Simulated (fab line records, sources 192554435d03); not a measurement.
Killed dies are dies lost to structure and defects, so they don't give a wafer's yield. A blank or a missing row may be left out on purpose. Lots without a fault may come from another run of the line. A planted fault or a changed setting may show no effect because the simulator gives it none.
Chamber matching | flow n5_finfet | N5_BEOL_M10_DESCUM_16 on rie_diel-04: 4 sister chambers
The step chemistry O2, time 7.9 s. 4 wafers are shown with their chamber, then 8 later ones without.

WAFERS WITH THEIR CHAMBER
wafer  | chamber | drypump_motor_current_A (A)
L088.1 | 1       | 5.5
L088.3 | 2       | 5.1
L088.4 | 3       | 5.5
L094.1 | 0       | 6.2

WAFERS WITHOUT THEIR CHAMBER
wafer  | drypump_motor_current_A (A)
L094.2 | 5.5
L094.6 | 5.5
L096.2 | 5.5
L096.4 | 5.2
L096.5 | 6.2
L093.3 | 5.5
L093.4 | 5.1
L093.6 | 5.1

WHICH CHAMBER EACH WENT THROUGH
wafer  | from the rows above     | in truth
L094.2 | can't be placed: 1 or 3 | 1
L094.6 | can't be placed: 1 or 3 | 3
L096.2 | can't be placed: 1 or 3 | 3
L096.4 | 2                       | 2
L096.5 | 0                       | 0
L093.3 | can't be placed: 1 or 3 | 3
L093.4 | 2                       | 2
L093.6 | 2                       | 2
Placed correctly: 4 of 8. Can't be placed from these rows: 4 (the true chamber is among the candidates in 4). Placed wrongly: 0.
How it was worked out, from the rows above alone: a wafer's distance from a chamber is the root of the sum, over the readings, of the square of ((its reading less the chamber's mean) divided by the reading's scatter). The wafer belongs to the nearest chamber; if the next one is less than 2 further off, it can't be placed. A chamber's mean is the mean of its shown wafers. The scatter: with one shown wafer a chamber, the root of the mean of the squares of how far each hidden wafer lies from its nearest shown one.
